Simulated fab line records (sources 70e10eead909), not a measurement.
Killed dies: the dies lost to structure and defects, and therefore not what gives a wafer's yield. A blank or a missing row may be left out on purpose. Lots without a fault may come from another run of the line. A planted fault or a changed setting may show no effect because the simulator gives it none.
Matching of chambers    flow nand-harc    NHARC_A_CHANNEL_HOLE_D1_ETCH_38 on rie-diel-06: 4 sister chambers
The step etches the open film in CF4, target depth 39 nm, time 65 s. 8 wafers are shown with their chamber, then 8 later ones without.

## WAFERS WITH THEIR CHAMBER
wafer   chamber  showerhead-plenum-p-Torr (Torr)  drypump-motor-current-A (A)
L079.3  1        1.82                             6.4
L082.5  0        1.88                             5.8
L083.5  2        1.70                             5.3
L083.6  3        1.85                             5.4
L088.2  0        1.88                             5.8
L088.3  3        1.85                             5.4
L088.4  2        1.70                             5.3
L090.1  1        1.81                             6.3

## WAFERS WITHOUT THEIR CHAMBER
wafer   showerhead-plenum-p-Torr (Torr)  drypump-motor-current-A (A)
L090.5  1.81                             6.3
L090.6  1.70                             5.3
L093.1  1.81                             6.4
L093.4  1.70                             5.3
L093.6  1.81                             6.4
L097.3  1.85                             5.4
L097.5  1.81                             6.3
L097.6  1.70                             5.3

## CHAMBER TAKEN BY EACH
wafer   from the rows above  in truth
L090.5  1                    1
L090.6  2                    2
L093.1  1                    1
L093.4  2                    2
L093.6  1                    1
L097.3  3                    3
L097.5  1                    1
L097.6  2                    2
Correct placement for 8 of the 8. Not placeable from these rows: 0. Wrongly placed: 0.
How it was worked out, from the rows above alone: a wafer's distance from a chamber is the root of the sum, over the readings, of the square of ((its reading less the chamber's mean) divided by the reading's scatter). If the next closest chamber is less than 2 further off than the closest, the wafer can't be placed; otherwise it belongs to the closest. A chamber's mean is the mean of its shown wafers. The scatter is the square root of a quotient: the sum, over the shown wafers, of each reading's squared deviation from its chamber's mean, divided by wafers minus chambers.
